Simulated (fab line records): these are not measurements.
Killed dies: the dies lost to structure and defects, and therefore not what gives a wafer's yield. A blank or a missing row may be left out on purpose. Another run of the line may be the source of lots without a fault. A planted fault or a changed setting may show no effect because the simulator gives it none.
The tool behind it: which one? -- flow nand-harc -- 6 lots with 18 wafers sampled at 4 steps, on a route of 1159 steps

## WHAT EACH GAUGE READ, for each wafer
NHARC_END_SORT_01.
lot,measured,on,killed-at-other
L839,day 21 09:08,prober-01,0 0 0
L841,day 20 18:32,prober-02,0 0 0
L843,day 21 18:26,prober-01,1 0 2
L849,day 22 11:19,prober-02,0 1 0
L848,day 23 20:25,prober-01,0 0 1
L858,day 25 11:16,prober-01,0 0 0

## EACH LOT AND THE TOOL THAT RAN IT (in order: tool; ch and the chambers of the sampled wafers; start)
lot,NHARC_P_M2_ETCH_28,NHARC_P_M2_PVD_20,NHARC_P_M2_CMP_23
L839,"rie-diel-13 ch 0,1,3, day 7 10:41","pvd-sputter-02, day 7 12:14 or earlier","cmp-04 ch 1,2,3, day 7 12:14"
L841,"rie-diel-13 ch 2,3, day 7 15:44","pvd-sputter-02, day 7 17:13 or earlier","cmp-04 ch 2,3, day 7 17:13"
L843,"rie-diel-13 ch 0,1,3, day 8 05:13","pvd-sputter-02, day 8 06:44 or earlier","cmp-02 ch 0,1,2, day 8 06:44"
L849,"rie-diel-09 ch 0,3, day 9 14:01","pvd-sputter-02, day 9 15:35 or earlier","cmp-04 ch 0,2,3, day 9 15:35"
L848,"rie-diel-13 ch 0,1,3, day 10 06:04","pvd-sputter-03, day 10 07:35 or earlier","cmp-02 ch 0,2,3, day 10 07:35"
L858,"rie-diel-09 ch 0,1,2, day 12 07:31","pvd-sputter-01, day 12 09:11 or earlier","cmp-02 ch 1,2,3, day 12 09:11"
- NHARC_P_M2_ETCH_28: etches the open film in CF4/N2, target depth 30 nm, time 72.99 s.
- NHARC_P_M2_PVD_20: deposits TaN, target thk 5 nm, time 8.06 s.
- NHARC_P_M2_CMP_23: polishes, t overpolish 20 s, target thk 144.3 nm.

## THE ANSWER, worked out from the rows above alone
Rule: the usual values come from the lots themselves. Put in order of their means at a reading, lots are off if they are a third of the lots or fewer, leave a main group of 4 or more, and stand apart from it by a gap of 3 or more times the standard deviation of the main group's means; of several such gaps the widest counts. A main group whose means are all the same, to the digits that the tables above print for the reading, isn't used. A lot without any number at a reading at which 4 lots or more have one is off too. Where the step has rows for the other lots, those lots are counted as sound.
Nothing can be told from this: no lot is off at any reading shown.

## WHAT THE SIMULATOR HAD PUT IN
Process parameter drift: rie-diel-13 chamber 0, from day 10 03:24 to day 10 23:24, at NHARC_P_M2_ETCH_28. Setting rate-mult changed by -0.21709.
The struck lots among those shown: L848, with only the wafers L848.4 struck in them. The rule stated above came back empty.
